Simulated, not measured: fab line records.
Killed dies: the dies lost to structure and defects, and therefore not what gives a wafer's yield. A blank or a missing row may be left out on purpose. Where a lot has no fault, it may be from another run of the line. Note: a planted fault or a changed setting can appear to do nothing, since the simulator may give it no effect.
Which tool did it? || flow n5-finfet || 12 lots with 36 wafers sampled at 2 steps, on a route of 1938 steps

== WHAT THE GAUGES SHOWED, per wafer ==
N5_BEOL_M15_OVL_MEAS_29.
{"lot": "L075", "measured": "day 11 23:12", "on": "overlay-02", "M15_OVL (nm)": "5 10 16"}
{"lot": "L076", "measured": "day 12 14:44", "on": "overlay-01", "M15_OVL (nm)": "-8 4 -8"}
{"lot": "L079", "measured": "day 13 13:14", "on": "overlay-02", "M15_OVL (nm)": "11 14 3"}
{"lot": "L081", "measured": "day 14 04:32", "on": "overlay-02", "M15_OVL (nm)": "4 1 10"}
{"lot": "L084", "measured": "day 14 10:02", "on": "overlay-01", "M15_OVL (nm)": "2 2 -1"}
{"lot": "L083", "measured": "day 14 21:51", "on": "overlay-02", "M15_OVL (nm)": "11 4 10"}
{"lot": "L088", "measured": "day 15 13:35", "on": "overlay-01", "M15_OVL (nm)": "-1 8 1"}
{"lot": "L090", "measured": "day 15 17:47", "on": "overlay-02", "M15_OVL (nm)": "8 8 12"}
{"lot": "L091", "measured": "day 16 07:15", "on": "overlay-02", "M15_OVL (nm)": "8 5 7"}
{"lot": "L093", "measured": "day 16 19:40", "on": "overlay-01", "M15_OVL (nm)": "5 3 8"}
{"lot": "L095", "measured": "day 17 08:11", "on": "overlay-02", "M15_OVL (nm)": "3 0 0"}
{"lot": "L097", "measured": "day 17 16:30", "on": "overlay-02", "M15_OVL (nm)": "-3 -3 7"}

== EACH LOT AND THE TOOL THAT RAN IT (in order: tool; ch and the chambers of the sampled wafers; start) ==
{"lot": "L075", "N5_BEOL_M15_ETCH_57": "rie-diel-02 ch 1,2,3, day 11 22:23"}
{"lot": "L076", "N5_BEOL_M15_ETCH_57": "rie-diel-02 ch 1,2,3, day 12 14:11"}
{"lot": "L079", "N5_BEOL_M15_ETCH_57": "rie-diel-02 ch 0,1, day 13 12:26"}
{"lot": "L081", "N5_BEOL_M15_ETCH_57": "rie-diel-02 ch 0,1, day 14 03:36"}
{"lot": "L084", "N5_BEOL_M15_ETCH_57": "rie-diel-05 ch 0,1, day 14 09:14"}
{"lot": "L083", "N5_BEOL_M15_ETCH_57": "rie-diel-02 ch 0,2,3, day 14 21:02"}
{"lot": "L088", "N5_BEOL_M15_ETCH_57": "rie-diel-03 ch 2,3, day 15 12:46"}
{"lot": "L090", "N5_BEOL_M15_ETCH_57": "rie-diel-02 ch 0,1, day 15 16:52"}
{"lot": "L091", "N5_BEOL_M15_ETCH_57": "rie-diel-05 ch 1,2,3, day 16 06:19"}
{"lot": "L093", "N5_BEOL_M15_ETCH_57": "rie-diel-03 ch 0,2,3, day 16 18:52"}
{"lot": "L095", "N5_BEOL_M15_ETCH_57": "rie-diel-02 ch 1,2,3, day 17 07:23"}
{"lot": "L097", "N5_BEOL_M15_ETCH_57": "rie-diel-02 ch 0,2,3, day 17 15:41"}
- N5_BEOL_M15_ETCH_57: etches SOC in N2/H2, time 750 s.

== THE ANSWER, worked out from the rows above alone ==
Rule: the lots themselves supply what counts as usual. Put in order of their means at a reading, lots are off if they are a third of the lots or fewer, leave a main group of 4 or more, and stand apart from it by a gap of 3 or more times the standard deviation of the main group's means; of several such gaps the widest counts. If all means in a main group match to the digits the tables above print for the reading, that group is not used. A lot without any number at a reading at which 4 lots or more have one is off too. Any other lot the step has rows for is counted as sound.
None of the lots is off at any reading shown; this tells nothing.

== WHAT THE SIMULATOR PUT IN ==
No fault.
